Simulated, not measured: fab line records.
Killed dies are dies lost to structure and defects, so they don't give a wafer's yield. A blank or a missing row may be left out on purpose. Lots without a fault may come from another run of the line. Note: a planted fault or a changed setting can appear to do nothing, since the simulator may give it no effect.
fab line records	flow nand-harc
[record] lots = 12	wafers = 36	last-day = 32
route steps=1302 shown A_CHANNEL_HOLE_D1@483 A_CHANNEL_FILL_D1@513 A_ONON_D2@553 END@1302
lots with no fault: from the same line, run without faults
start-h: the number of hours between the record's first day and the start of the first shown wafer of the lot	wait-h: how many hours have passed since the lot's step before this one	" as in the row above	L1.1+2: several wafers, shown together as one row	- no value, or no start was given	* or withheld: withheld	< > ~ a bound
route shown NAME@n: NAME is a module with steps in the file, n the number in the route of the first one	usual: the fault-free wafers' mean and standard deviation	same: alike in all rows	chamber/n: place in a boat	sites: readings site by site	_std_site: standard deviation of those values	_edge_site: inner sites' mean taken away from outer sites' mean	radius-mm: how far each site lies from the wafer's centre	mask NAME#n: copy n	behind: tool/chamber where the wafer was last shaped	hold: why the lot went on hold/how many hours it stayed there/how the hold came to an end	device: the transistor (n, p or np) that didn't switch	end of line: the tests these same wafers got at the end of their route	for a step that has no rows: nothing shown but its recipe	killed: count of dies lost to structure and defects at first sort (not the wafer's yield)	map: a wafer's dies, marking killed ones x, the rest . and places with no die _
set.NAME: the setting as run; set.NAME@STEP: as run at that earlier step	model.NAME: the simulator's own value behind a step, which no gauge read
route steps across a sampled set of lots; one table per step, one row per wafer
services: a tool's chamber out of use, with start hour (start-h, from the record's first day; less than 0 if before it), hours out, and reason
[[steps]]
[step NHARC_A_CHANNEL_HOLE_D1_ETCH_44]
[recipe] target-depth-a = 1400	overetch-a = 140	time-s = 77	ion-energy-ev = 100	cf4-flow-sccm = 80	o2-flow-sccm = 20	ar-flow-sccm = 0	rf-w = 300	bias-w = 100	chemistry = CF4/O2
[usual] drypump-motor-current-A = 6.0/0.39	mfc-ar-sccm = 0.017/0.016	oes-product-au = 1.001/0.014	rf-vpp-V = 197.9/1.5	showerhead-plenum-p-Torr = 1.34/0.064	throttle-valve-pct = 13.396/0.009
lot.wafer	tool	chamber	start-h	wait-h	drypump-motor-current-A	mfc-ar-sccm	oes-product-au	rf-hours-counter-h	rf-vpp-V	showerhead-plenum-p-Torr	throttle-valve-pct
L320.1	rie-diel-07	1	203.91	0.1	6.4	0.044	0.983	7	199.9	1.35	13.404
L320.4	"	0	"	"	6.1	0.019	0.980	-	198.6	1.42	13.397
L320.5	"	3	"	"	6.1	0	0.994	-	198.1	1.37	13.382
L319.3	rie-diel-07	3	205.29	0.1	6.1	0	0.998	7	198.3	1.37	13.413
L319.4	"	1	"	"	6.4	0.044	0.989	-	198.0	1.35	13.388
L319.5	"	3	"	"	6.1	0	1.001	-	198.4	1.37	13.397
L321.4	rie-diel-07	0	219.14	0.1	6.1	0.019	0.973	9	201.1	1.42	13.395
L321.3	"	2	"	"	5.7	0.008	1.008	5	197.9	1.25	13.390
L321.1	"	3	"	"	6.1	0	1.001	8	198.2	1.37	13.411
L322.2	rie-diel-07	1	226.30	0.1	6.4	0.044	0.986	9	197.7	1.35	13.390
L322.4	"	3	"	"	6.1	0	1.010	9	197.0	1.36	13.391
L322.6	"	2	"	"	5.8	0.008	1.020	-	195.0	1.25	13.390
L323.1	rie-diel-06	0	227.49	0.1	5.4	0	0.981	29	198.1	1.44	13.404
L323.4	"	2	"	"	5.7	0	1.008	33	195.8	1.24	13.393
L323.6	"	0	"	"	5.4	0	0.974	-	199.1	1.44	13.396
L325.1	rie-diel-07	1	243.61	0.1	6.4	0.044	1.003	11	198.3	1.34	13.403
L325.2	"	2	"	"	5.7	0.008	1.016	7	194.8	1.25	13.407
L325.3	"	3	"	"	6.1	0	1.004	11	199.0	1.36	13.402
L327.1	rie-diel-07	3	269.90	0.1	6.1	0	1.010	12	197.5	1.36	13.389
L327.3	"	1	"	"	6.4	0.044	0.995	13	198.4	1.34	13.377
L327.4	"	2	"	"	5.7	0.008	1.000	9	195.5	1.25	13.400
L328.2	rie-diel-07	1	278.08	0.1	6.4	0.044	0.993	14	199.0	1.34	13.384
L328.4	"	2	"	"	5.7	0.008	1.011	10	196.7	1.25	13.405
L328.5	"	1	"	"	6.4	0.044	0.993	-	199.3	1.34	13.389
L330.2	rie-diel-09	1	293.46	0.1	5.4	0.018	1.030	42	197.0	1.28	13.400
L330.3	"	2	"	"	5.5	0.010	1.001	42	197.7	1.29	13.384
L330.6	"	0	"	"	5.8	0	1.018	-	198.8	1.44	13.388
L338.1	rie-diel-07	3	369.36	0.1	6.1	0	0.989	6	199.2	1.36	13.394
L338.5	"	1	"	"	6.4	0.044	1.005	-	198.0	1.34	13.394
L338.6	"	2	"	"	5.7	0.008	1.015	-	196.0	1.25	13.408
L339.4	rie-diel-07	2	393.43	0.1	5.7	0.008	1.011	8	195.2	1.24	13.383
L339.1	"	0	"	"	6.1	0.019	0.992	7	199.7	1.42	13.407
L339.6	"	2	"	"	5.7	0.008	1.001	-	196.7	1.25	13.388
L340.3	rie-diel-09	1	397.60	0.1	5.5	0.018	1.020	21	197.6	1.28	13.397
L340.1	"	0	"	"	5.8	0	1.012	20	198.9	1.43	13.398
L340.5	"	2	"	"	5.6	0.010	1.009	-	195.8	1.28	13.381
[step NHARC_A_CHANNEL_HOLE_D1_XSEM_31]
[recipe] landing-energy-ev = 35000
[usual] bot-cd-nm = 74.2/1.9	bow-nm = 8.61/0.25	tilt-deg = 0.06/0.031
lot.wafer	tool	chamber	start-h	wait-h	bot-cd-nm	bow-nm	tilt-deg
L320.1	xsem-01	0	204.90	0.1	73.4	8.94	0.07
L320.4	"	0	"	"	72.4	8.99	0.07
L320.5	"	0	"	"	73.6	8.91	0.07
L319.3	xsem-02	0	206.32	0.1	74.7	8.45	0.06
L319.4	"	0	"	"	74.1	8.45	0.06
L319.5	"	0	"	"	74.7	8.45	0.06
L321.1	xsem-02	0	220.04	0.1	73.9	8.90	0.07
L321.3	"	0	"	"	73.6	8.82	0.07
L321.4	"	0	"	"	72.1	8.84	0.07
L322.2	xsem-01	0	227.19	0.1	72.5	8.88	0.02
L322.4	"	0	"	"	76.4	8.84	0.02
L322.6	"	0	"	"	72.0	8.82	0.02
L323.1	xsem-02	0	228.38	0.1	77.9	9.27	0.08
L323.4	"	0	"	"	75.4	9.27	0.08
L323.6	"	0	"	"	79.3	9.23	0.09
L325.1	xsem-02	0	244.51	0.1	74.3	8.51	0.07
L325.2	"	0	"	"	73.0	8.51	0.07
L325.3	"	0	"	"	73.5	8.50	0.07
L327.1	xsem-01	0	270.84	0.1	74.7	8.60	0.00
L327.3	"	0	"	"	73.6	8.70	0.00
L327.4	"	0	"	"	72.3	8.74	0.00
L328.2	xsem-01	0	278.96	0.1	74.1	8.31	0.05
L328.4	"	0	"	"	75.2	8.30	0.05
L328.5	"	0	"	"	74.3	8.30	0.05
L330.2	xsem-02	0	294.35	0.1	76.3	8.81	0.07
L330.3	"	0	"	"	73.0	8.75	0.07
L330.6	"	0	"	"	72.2	8.82	0.07
L338.1	xsem-01	0	370.23	0.1	76.9	8.30	0.05
L338.5	"	0	"	"	78.2	8.34	0.05
L338.6	"	0	"	"	73.7	8.27	0.05
L339.1	xsem-01	0	394.30	0.1	70.8	8.64	0.13
L339.4	"	0	"	"	74.7	8.69	0.13
L339.6	"	0	"	"	73.3	8.69	0.13
L340.1	xsem-02	0	398.49	0.1	75.6	8.35	0.08
L340.3	"	0	"	"	77.2	8.42	0.08
L340.5	"	0	"	"	74.6	8.37	0.08
[step NHARC_A_CHANNEL_FILL_D1_CMP_10]
[recipe] target-thk-nm = 150
[usual] motor-current-A = 11.7/0.96	slurry-filter-dp-kPa = 13.49/0.13	time-to-endpoint-s = 15/3.2
lot.wafer	tool	chamber	start-h	wait-h	motor-current-A	slurry-filter-dp-kPa	time-to-endpoint-s
L320.1	cmp-03	2	252.63	0.4	11.7	13.79	20
L320.4	"	1	"	"	13.3	13.55	23
L320.5	"	3	"	"	12.0	13.48	17
L319.4	cmp-03	1	256.29	0.4	13.1	13.65	21
L319.3	"	2	"	"	11.8	13.47	17
L319.5	"	0	"	"	10.1	13.46	15
L321.1	cmp-03	0	268.59	0.4	10.9	13.40	12
L321.3	"	1	"	"	13.3	13.32	17
L321.4	"	2	"	"	12.2	13.39	17
L322.4	cmp-03	2	276.70	0.4	11.2	13.46	15
L322.2	"	0	"	"	9.9	13.37	16
L322.6	"	3	"	"	12.1	13.60	14
L323.4	cmp-02	1	283.02	0.4	11.1	13.49	21
L323.1	"	0	"	"	11.2	13.30	17
L323.6	"	2	"	"	13.1	13.42	21
L325.2	cmp-04	2	292.71	0.4	10.8	13.55	12
L325.3	"	0	"	"	12.4	13.65	13
L325.1	"	1	"	"	11.5	13.62	15
L327.1	cmp-03	3	321.07	0.4	12.7	13.51	14
L327.3	"	0	"	"	10.5	13.48	16
L327.4	"	2	"	"	11.6	13.63	16
L328.2	cmp-04	2	329.10	0.4	10.7	13.45	11
L328.4	"	1	"	"	11.3	13.31	12
L328.5	"	3	"	"	10.8	13.52	16
L330.2	cmp-02	0	342.84	0.4	10.9	13.56	17
L330.3	"	2	"	"	12.3	13.26	19
L330.6	"	0	"	"	10.9	13.45	14
L338.1	cmp-02	2	419.24	0.4	13.0	13.48	15
L338.6	"	2	"	"	12.9	13.73	13
L338.5	"	3	"	"	11.9	13.64	9
L339.4	cmp-04	3	442.80	0.4	11.2	13.43	19
L339.1	"	1	"	"	11.1	13.49	15
L339.6	"	0	"	"	12.4	13.32	15
L340.3	cmp-03	0	446.49	0.4	10.6	13.57	11
L340.1	"	1	"	"	13.4	13.57	18
L340.5	"	2	"	"	11.7	13.35	14
[step NHARC_A_ONON_D2_DEP_12]
[recipe] target-thk-a = 10000	n2-flow-sccm = 2750	n2o-flow-sccm = 2000	nh3-flow-sccm = 500	sih4-flow-sccm = 210	temp-c = 400
[usual] susceptor-temp-C = 400.01/0.22
lot.wafer	tool	chamber	start-h	wait-h	susceptor-temp-C
L320.1	pecvd-onon-04	0	288.48	0.1	400.15
L320.4	"	0	"	"	400.28
L320.5	"	0	"	"	399.84
L319.3	pecvd-onon-03	0	288.59	0.2	399.85
L319.4	"	0	"	"	400.27
L319.5	"	0	"	"	399.64
L321.1	pecvd-onon-03	0	304.64	0.1	399.71
L321.3	"	0	"	"	399.62
L321.4	"	0	"	"	399.81
L322.2	pecvd-onon-03	0	317.29	0.3	399.89
L322.4	"	0	"	"	400.03
L322.6	"	0	"	"	399.58
L323.1	pecvd-onon-01	0	317.36	0.2	400.11
L323.4	"	0	"	"	400.36
L323.6	"	0	"	"	399.96
L325.1	pecvd-onon-04	0	332.77	0.1	399.93
L325.2	"	0	"	"	399.80
L325.3	"	0	"	"	399.90
L327.1	pecvd-onon-04	0	358.40	0.1	399.89
L327.3	"	0	"	"	399.87
L327.4	"	0	"	"	399.49
L328.2	pecvd-onon-04	0	370.40	0.1	399.83
L328.4	"	0	"	"	399.92
L328.5	"	0	"	"	400.24
L330.2	pecvd-onon-04	0	382.74	0.1	399.57
L330.3	"	0	"	"	399.48
L330.6	"	0	"	"	400.12
L338.1	pecvd-onon-04	0	456.88	0.2	400.08
L338.5	"	0	"	"	400.11
L338.6	"	0	"	"	400.57
L339.1	pecvd-onon-01	0	480.56	0.1	399.81
L339.4	"	0	"	"	400.23
L339.6	"	0	"	"	400.18
L340.1	pecvd-onon-04	0	482.41	0.1	400.13
L340.3	"	0	"	"	399.94
L340.5	"	0	"	"	399.72
[step NHARC_A_ONON_D2_THK_MEAS_14]
[recipe] thk-meas-gauge = ellipsometry
[usual] thk-nm = 1003/7.2
lot.wafer	tool	chamber	start-h	wait-h	thk-nm
L319.3	film-metro-01	-	288.98	-	1008
L319.4	"	-	"	"	1007
L319.5	"	-	"	"	1010
L320.1	film-metro-02	-	289.00	-	1012
L320.4	"	-	"	"	1010
L320.5	"	-	"	"	1013
L321.1	film-metro-02	-	305.15	-	1010
L321.3	"	-	"	"	1012
L321.4	"	-	"	"	1010
L322.2	film-metro-02	-	317.74	-	1000
L322.4	"	-	"	"	997
L322.6	"	-	"	"	998
L323.1	film-metro-01	-	317.87	-	999
L323.4	"	-	"	"	998
L323.6	"	-	"	"	998
L325.1	film-metro-02	-	333.29	-	994
L325.2	"	-	"	"	994
L325.3	"	-	"	"	995
L327.1	film-metro-01	-	358.91	-	1010
L327.3	"	-	"	"	1011
L327.4	"	-	"	"	1012
L328.2	film-metro-02	-	370.85	-	1451
L328.4	"	-	"	"	1455
L328.5	"	-	"	"	1452
L330.2	film-metro-01	-	383.20	-	1444
L330.3	"	-	"	"	1444
L330.6	"	-	"	"	1445
L338.1	film-metro-02	-	457.39	-	1008
L338.5	"	-	"	"	1007
L338.6	"	-	"	"	1009
L339.1	film-metro-01	-	481.07	-	993
L339.4	"	-	"	"	995
L339.6	"	-	"	"	994
L340.1	film-metro-01	-	482.92	-	1000
L340.3	"	-	"	"	1001
L340.5	"	-	"	"	999
[step NHARC_END_SORT_01]
[recipe] temp-c = 25
[usual] killed-at-array = 59/17	killed-at-other = 0.9/1.6	killed-at-periphery = 3.7/2.3	killed-dies = 64/17	killed-open = 3.3/1.8	killed-short = 2.4/1.6
[same] gross-dies = 677
lot.wafer	tool	chamber	start-h	wait-h	killed-at-array	killed-at-other	killed-at-periphery	killed-dies	killed-open	killed-short
L328.2	prober-01	0	667.81	2.8	666	5	6	677	3	3
L328.4	prober-01	0	669.37	3.3	672	2	3	677	5	1
L328.5	prober-01	0	670.15	3.6	669	1	7	677	3	4
L330.2	prober-02	0	677.51	2.8	676	1	0	677	3	2
L330.3	prober-02	0	678.31	3.1	673	1	3	677	3	5
L330.6	prober-02	0	680.69	4.0	675	2	0	677	3	8
// killed by level:class
L328.2 A_ONON_D2:area-dep=599 A_CHANNEL_HOLE_D1:chamber-film-flake=33 A_CHANNEL_HOLE_D2:chamber-film-flake=23 THIN_TSV:chamber-film-flake=5 A_STAIRCASE:chamber-film-flake=4 A_WL_FILL:geometric-particle:short=2 A_SGD_CUT:chamber-film-flake=2 P_GATE:geometric-particle:open=1
L328.4 A_ONON_D2:area-dep=594 A_CHANNEL_HOLE_D1:chamber-film-flake=30 A_CHANNEL_HOLE_D2:chamber-film-flake=28 A_STAIRCASE:chamber-film-flake=5 A_CHANNEL_FILL_D2:chamber-film-flake=3 A_SGD_CUT:chamber-film-flake=3 A_M1:geometric-particle:open=2 THIN_TSV:chamber-film-flake=2
L328.5 A_ONON_D2:area-dep=602 A_CHANNEL_HOLE_D1:chamber-film-flake=32 A_CHANNEL_HOLE_D2:chamber-film-flake=21 A_STAIRCASE:chamber-film-flake=5 A_SGD_CUT:chamber-film-flake=4 P_GATE:chamber-film-flake=2 P_GATE:geometric-particle:short=1 P_M1:geometric-particle:open=1
L330.2 A_ONON_D2:area-dep=602 A_SLIT:chamber-film-flake=29 A_CHANNEL_HOLE_D1:chamber-film-flake=28 A_CHANNEL_HOLE_D2:chamber-film-flake=10 A_CONTACT:geometric-particle:open=2 A_STAIRCASE:chamber-film-flake=2 A_SOURCE_PLATE:geometric-particle:short=1 A_ONON_D2:geometric-particle:open=1
L330.3 A_ONON_D2:area-dep=575 A_SLIT:chamber-film-flake=33 A_CHANNEL_HOLE_D1:chamber-film-flake=28 A_CHANNEL_HOLE_D2:chamber-film-flake=20 A_STAIRCASE:chamber-film-flake=7 A_CONTACT:chamber-film-flake=3 A_CHANNEL_FILL_D2:chamber-film-flake=2 P_CONTACT:geometric-particle:short=1
L330.6 A_ONON_D2:area-dep=591 A_SLIT:chamber-film-flake=30 A_CHANNEL_HOLE_D1:chamber-film-flake=27 A_CHANNEL_HOLE_D2:chamber-film-flake=10 A_STAIRCASE:chamber-film-flake=5 A_ONON_D2:geometric-particle:short=4 A_CHANNEL_FILL_D1:geometric-particle:short=3 A_CHANNEL_FILL_D2:geometric-particle:open=2
[[services]]
tool	chamber	start-h	hours	kind
cmp-03	-	183.19	0.8	repair
cmp-02	-	185.93	1.5	repair
rie-diel-07	-	187.93	0.4	repair
cmp-04	-	188.83	5.7	repair
cmp-03	-	197.45	1.3	repair
cmp-04	-	209.36	4.0	pm
cmp-03	-	222.37	11.0	repair
pecvd-onon-03	-	227.00	13.0	pm
cmp-02	-	232.50	4.0	pm
cmp-03	-	260.00	4.0	pm
cmp-03	-	271.53	0.3	repair
rie-diel-07	1	286.75	2.1	repair
rie-diel-07	-	294.24	9.0	pm
pecvd-onon-04	-	311.35	13.0	pm
cmp-03	-	313.65	1.0	repair
rie-diel-07	1	331.49	1.4	repair
cmp-03	-	358.00	4.0	pm
rie-diel-07	1	370.03	4.8	repair
xsem-01	-	374.00	14.0	pm
cmp-03	-	394.07	3.4	repair
rie-diel-07	3	414.48	4.2	repair
cmp-03	-	456.00	4.0	pm
cmp-03	-	461.91	2.4	repair
rie-diel-07	-	471.24	9.0	pm
[[key]]
[first-sign] step = NHARC_A_ONON_D2_THK_MEAS_14	reading = thk-nm	direction = up	sigmas = 62	usual = 1003	struck = 1449
[effect] step = NHARC_END_SORT_01	reading = killed-at-array	direction = up	sigmas = 37	usual = 59	struck = 672
[more-kills-born-at] NHARC_A_ONON_D2_DEP_12@pecvd-onon-04 = 3563
met-at NHARC_A_ONON_D2_DEP_12
struck-lots L328,L330
struck-wafers L328.2,L328.4,L328.5,L330.2,L330.3,L330.6
later-rows-left-out L328.2,L328.4,L328.5,L330.2,L330.3,L330.6
tester-left-out L328,L330
not-acting-at NHARC_A_CHANNEL_HOLE_D1_ETCH_44,NHARC_A_CHANNEL_HOLE_D1_XSEM_31,NHARC_A_CHANNEL_FILL_D1_CMP_10
onset-between 358.40 370.40
[fault] kind = process-parameter-drift	tool = pecvd-onon-04	chamber = 0	onset-h = 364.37	steps = NHARC_A_ONON_D2_DEP_12	channel = target-thk-a	offset = *	shape = step	end-h = 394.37	acts-in = *	stated = *
// tester-left-out: of these lots the tester's yield and bins aren't shown, on N5 and GAA mostly nor the transistor test; their killed dies are dies lost to structure and defects alone, not to doping, threshold or leakage, so they don't give the yield
// later-rows-left-out: the simulator's readings of these wafers behind a module that went badly wrong aren't trusted and aren't shown, but for the sort
